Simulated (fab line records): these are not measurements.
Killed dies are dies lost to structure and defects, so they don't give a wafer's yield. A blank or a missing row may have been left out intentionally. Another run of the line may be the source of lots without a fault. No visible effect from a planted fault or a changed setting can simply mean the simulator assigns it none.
Comparing a struck lot with a sound one    flow n5 finfet    27 steps out of a route of 1938
Sound: the wafers L186.2, L186.4, L186.5. Struck: wafers L201.2, L201.5, L201.6. The cause comes at the end.
For every step that has rows: the tool of each side, followed by ch and its chambers, followed by its first start. Under that, the readings that differ: sound wafers    struck wafers    difference of the means    sigmas: that difference in standard deviations of wafers without a fault.
alike: same words and numbers on both sides, and readings whose means sit less than 2 such deviations apart. not compared: any withheld reading, any reading some wafer has no value for, any bound like >300 that may hide the same value, and any number with overlapping values for which the record gives no deviation.
A row with sigmas, a row that says differs or no value, or rows on one side alone: a step with any of these is where the two part. When numbers do not overlap yet have no deviation, they are printed without sigmas and do not part them. A reading missing from all wafers of one side parts the sides only when that side holds two or more wafers.

N5_MOL_CONTACT_COAG_INSPECT_97: inspects for defects (darkfield).
  sound: defect inspect-02 at day 6 21:55; struck: defect inspect-02 at day 10 19:00
  alike: raw defect count
then, 1 step without rows for these wafers: N5_BEOL_M0_SAQP_PECVD_00 (deposits SiCN from 3MS/NH3, target thk 8 nm, time 14 s).
N5_BEOL_M0_SAQP_ILD_DEP_01: deposits SiOC from DEMS/O2, target thk 45.419 nm, time 8.7 s.
  sound on pecvd-01 ch 0,1, day 6 22:16; struck on pecvd-04 ch 0,1,2, day 10 19:20
  alike: heater power w, showerhead plenum p Torr, throttle valve pct
then, 1 step without rows for these wafers: N5_BEOL_M0_SAQP_HM_DEP_02 (deposits TiN, target thk 12 nm).
N5_BEOL_M0_SAQP_PECVD_03: deposits SiCN from 3MS/NH3, target thk 12 nm, time 21.1 s.
  sound on pecvd-01 ch 0,1,2, day 6 23:49; struck on pecvd-01 ch 0,1,2, day 10 20:52
  alike: showerhead plenum p Torr, throttle valve pct
then, 2 steps without rows for these wafers: N5_BEOL_M0_SAQP_PECVD_96 (deposits a-Si from SiH4/He, target thk 45 nm, time 45.2 s); N5_BEOL_M0_SAQP_PECVD_97 (deposits SiNx from SiH4/NH3/N2, target thk 23 nm, time 19.9 s).
N5_BEOL_M0_SAQP_PECVD_04: deposits a-Si from SiH4/He, target thk 60 nm, time 60.2 s.
  sound on pecvd-01 ch 0,1,2, day 6 23:55; struck on pecvd-01 ch 0,1,2, day 10 20:59
  alike: heater power w, showerhead plenum p Torr, throttle valve pct
N5_BEOL_M0_SAQP_THK_MEAS_05:
  sound: film metro-02 at day 7 00:01; struck: film metro-01 at day 10 21:05
  alike: thk nm
N5_BEOL_M0_SAQP_HM_DEP_111: deposits SiO2 from SiH4/N2O, target thk 12 nm, time 7.2 s.
  sound on pecvd-03 ch 0,2, day 7 00:04; struck on pecvd-01 ch 0,2, day 10 21:07
reading                          sound           struck          difference  sigmas
showerhead plenum p Torr (Torr)  8.39 8.38 8.09  7.95 8.14 7.92  -0.28       -2
  alike: heater power w
then, 1 step without rows for these wafers: N5_BEOL_M0_SAQP_COAT_81 (time 60 s, resist thk 100 nm).
N5_BEOL_M0_SAQP_COAT_82: time 60 s, resist thk 30 nm.
  sound on litho track-05 ch 0, day 7 00:08; struck on litho track-05 ch 0, day 10 21:12
reading                                          sound                 struck                difference  sigmas
spin speed rpm (rpm)                             1498.8 1500.1 1498.6  1592.5 1590.5 1590.4  +92.0       +96
model.SiARC_of_BEOL_M0_SAQP_COAT_82.thk nm (nm)  29.8 30 30            29.2 29 29.2          -0.8        
  alike: dispense pressure kPa
then, 6 steps without rows for these wafers: N5_BEOL_M0_SAQP_COAT_08 (resist thk 90 nm); N5_BEOL_M0_SAQP_EBR_10; N5_BEOL_M0_SAQP_SOFTBAKE_09 (time 60 s); N5_BEOL_M0_SAQP_EXPOSE_11 (exposes mask M0 CORE, target cd 42 nm); N5_BEOL_M0_SAQP_PEB_12 (peb time 60 s); N5_BEOL_M0_SAQP_DEVELOP_13 (develop time 30 s).
N5_BEOL_M0_SAQP_CD_MEAS_14 targets a cd of 42.5 nm.
  sound on cd sem-02 ch 0, day 7 00:23; struck on cd sem-03 ch 0, day 10 21:29
  alike: cd nm
N5_BEOL_M0_SAQP_OVL_MEAS_15:
  sound on overlay-02 ch 0, day 7 00:25; struck on overlay-01 ch 0, day 10 21:31
  alike: M0_CORE_OVL
N5_BEOL_M0_SAQP_INSPECT_16: inspects for defects (brightfield).
  sound: defect inspect-02 at day 7 00:26; struck: defect inspect-02 at day 10 21:32
  alike: raw defect count
N5_BEOL_M0_SAQP_DESCUM_19: chemistry O2, time 7.9 s.
  sound on rie diel-01 ch 0,2, day 7 00:28; struck on rie diel-03 ch 0,1,2, day 10 21:50
  alike: drypump motor current A, oes product au, rf vpp V, showerhead plenum p Torr, temp c, throttle valve pct
  not compared: rf hours counter h
N5_BEOL_M0_SAQP_ETCH_83: etches SiARC in CF4, target depth 39 nm, time 65 s.
  sound on rie diel-01 ch 0,2, day 7 00:30; struck on rie diel-03 ch 0,1,2, day 10 21:53
reading                                            sound              struck             difference  sigmas
model.etch.depth nm (nm)                           29.88 29.97 29.97  29.11 29.09 29.22  -0.80       
model.CAR-ArF_of_BEOL_M0_SAQP_COAT_08.thk nm (nm)  55.6 55.8 55.4     56.6 56.6 56.2     +0.9        
  alike: drypump motor current A, etch rf on time s, oes product au, rf vpp V, showerhead plenum p Torr, throttle valve pct
  not compared: rf hours counter h
then, 2 steps without rows for these wafers: N5_BEOL_M0_SAQP_ETCH_84 (etches SOC in N2/H2, target depth 100 nm, overetch 20 nm, time 150 s); N5_BEOL_M0_SAQP_STRIP_80 (strips in N2/H2).
N5_BEOL_M0_SAQP_HM_OPEN_112: chemistry CHF3/O2, target SiO2, stops on a-Si, target depth 12 nm, time 13.5 s.
  sound on rie diel-01 ch 0,2, day 7 00:40; struck on rie diel-03 ch 0,1,2, day 10 22:02
reading                                          sound    struck     difference  sigmas
model.SiARC_of_BEOL_M0_SAQP_COAT_82.thk nm (nm)  5 5 5.2  4.6 4 4.6  -0.7        
  alike: drypump motor current A, oes product au, rf vpp V, showerhead plenum p Torr, throttle valve pct
  not compared: rf hours counter h
then, 1 step without rows for these wafers: N5_BEOL_M0_SAQP_STRIP_113 (strips in CHF3/O2).

WHERE THEY PART
Last at N5_BEOL_M0_SAQP_COAT_82 as far as this record goes, first at N5_BEOL_M0_SAQP_HM_DEP_111. Later steps at which nothing parts them and some readings are alike: N5_BEOL_M0_SAQP_CD_MEAS_14, N5_BEOL_M0_SAQP_OVL_MEAS_15, N5_BEOL_M0_SAQP_INSPECT_16, N5_BEOL_M0_SAQP_DESCUM_19, N5_BEOL_M0_SAQP_ETCH_83, N5_BEOL_M0_SAQP_HM_OPEN_112.

WHY: the cause the simulator had injected
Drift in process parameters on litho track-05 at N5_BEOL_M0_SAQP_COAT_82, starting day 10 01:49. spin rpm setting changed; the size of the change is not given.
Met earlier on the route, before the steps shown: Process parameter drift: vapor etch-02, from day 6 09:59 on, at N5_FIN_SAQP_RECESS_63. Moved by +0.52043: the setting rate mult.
